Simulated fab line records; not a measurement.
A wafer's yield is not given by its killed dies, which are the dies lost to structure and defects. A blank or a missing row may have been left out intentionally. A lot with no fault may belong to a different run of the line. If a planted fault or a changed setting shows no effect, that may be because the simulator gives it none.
Matching of chambers + flow n5_finfet + N5_SDB_ALD_29 on ald_sin-02 has 4 sister chambers
The step deposits SiNx, target thk 30 nm, pulse time 1 s, ald cycles 600. 7 wafers are shown with their chamber, then 9 later ones without.

WAFERS, EACH WITH ITS CHAMBER
| wafer  | chamber | heater_power_w (W) | precursor_pulse_height_rel |
|--------|---------|--------------------|----------------------------|
| L081.5 | 3       | 844                | 1.034                      |
| L084.3 | 1       | 1123               | 1.014                      |
| L085.3 | 1       | 1134               | 1.022                      |
| L085.6 | 0       | 950                | 1.014                      |
| L086.1 | 2       | 775                | 0.997                      |
| L086.3 | 0       | 957                | 0.972                      |
| L086.4 | 2       | 785                | 1.014                      |

WAFERS MISSING THEIR CHAMBER
| wafer  | heater_power_w (W) | precursor_pulse_height_rel |
|--------|--------------------|----------------------------|
| L092.2 | 782                | 0.993                      |
| L092.5 | 1123               | 0.999                      |
| L092.6 | 927                | 0.967                      |
| L095.1 | 946                | 1.016                      |
| L095.3 | 851                | 1.010                      |
| L095.4 | 779                | 1.009                      |
| L096.1 | 1090               | 0.984                      |
| L096.3 | 771                | 1.021                      |
| L096.4 | 942                | 1.030                      |

CHAMBER TAKEN BY EACH
| wafer  | from the rows above | in truth |
|--------|---------------------|----------|
| L092.2 | 2                   | 2        |
| L092.5 | 1                   | 1        |
| L092.6 | 0                   | 0        |
| L095.1 | 0                   | 0        |
| L095.3 | 3                   | 3        |
| L095.4 | 2                   | 2        |
| L096.1 | 1                   | 1        |
| L096.3 | 2                   | 2        |
| L096.4 | 0                   | 0        |
Correct placement for 9 of the 9. Number that these rows cannot place: 0. Wrongly placed: 0.
How it was worked out, from the rows above alone: a wafer's distance from a chamber is the root of the sum, over the readings, of the square of ((its reading less the chamber's mean) divided by the reading's scatter). The wafer belongs to the nearest chamber; if the next one is less than 2 further off, it can't be placed. For every chamber, the mean is computed from those of its wafers that are shown. The scatter: take each reading less its chamber's mean, square it, sum over the shown wafers, divide by the number of wafers less the number of chambers, and take the root.
